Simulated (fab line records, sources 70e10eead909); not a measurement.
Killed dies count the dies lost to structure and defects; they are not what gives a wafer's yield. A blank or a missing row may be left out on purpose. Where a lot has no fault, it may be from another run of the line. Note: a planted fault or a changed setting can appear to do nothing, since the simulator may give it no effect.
Which of the tools did it?    flow nand harc    18 wafers from 6 lots sampled at 2 of the route's 1302 steps

WHAT THE GAUGES READ, wafer by wafer
NHARC_P_ZERO_WELL_CD_MEAS_11 targets a cd of 500 nm.
lot   measured     on         cd nm (nm)
L964  day 2 17:16  cd sem-03  499.1 499.5 499.9
L966  day 3 13:14  cd sem-01  501.1 499.0 501.3
L968  day 4 09:17  cd sem-03  497.7 498.4 499.1
L971  day 5 15:14  cd sem-02  501.3 502.3 500.7
L975  day 7 07:18  cd sem-03  500.0 499.6 498.2
L981  day 9 19:14  cd sem-02  545.0 542.2 544.1

WHAT TOOL EACH LOT RAN ON (gives the tool, then ch and the chambers of the sampled wafers, and finally the start)
lot   NHARC_P_ZERO_WELL_SOFTBAKE_06
L964  litho track-05 ch 0, day 2 16:00
L966  litho track-03 ch 0, day 3 12:00
L968  litho track-02 ch 0, day 4 08:00
L971  litho track-03 ch 0, day 5 14:00
L975  litho track-02 ch 0, day 7 06:00
L981  litho track-05 ch 0, day 9 18:00
- NHARC_P_ZERO_WELL_SOFTBAKE_06: time 70 s.

THE ANSWER, worked out from the rows above alone
Rule: the usual values come from the lots themselves. Put in order of their means at a reading, lots are off if they are a third of the lots or fewer, leave a main group of 4 or more, and stand apart from it by a gap of 3 or more times the standard deviation of the main group's means; of several such gaps the widest counts. A main group whose means are all the same, to the digits that the tables above print for the reading, isn't used. Also off: a lot with no number at a reading for which 4 or more lots have one. Where the step has rows for the other lots, those lots are counted as sound.
Off at NHARC_P_ZERO_WELL_CD_MEAS_11 (cd nm): L981. The main group: mean 499.8 nm, standard deviation 1.
If a tool, at a process step before that reading, ran all the lots that are off and no sound lot after the first of them, it fits. Those tools and the gauges at NHARC_P_ZERO_WELL_CD_MEAS_11 are tried in the same way. Can't be told from this: 2 tools fit, litho track-05 at NHARC_P_ZERO_WELL_SOFTBAKE_06, cd sem-02 at NHARC_P_ZERO_WELL_CD_MEAS_11.

WHAT THE SIMULATOR HAD INSERTED
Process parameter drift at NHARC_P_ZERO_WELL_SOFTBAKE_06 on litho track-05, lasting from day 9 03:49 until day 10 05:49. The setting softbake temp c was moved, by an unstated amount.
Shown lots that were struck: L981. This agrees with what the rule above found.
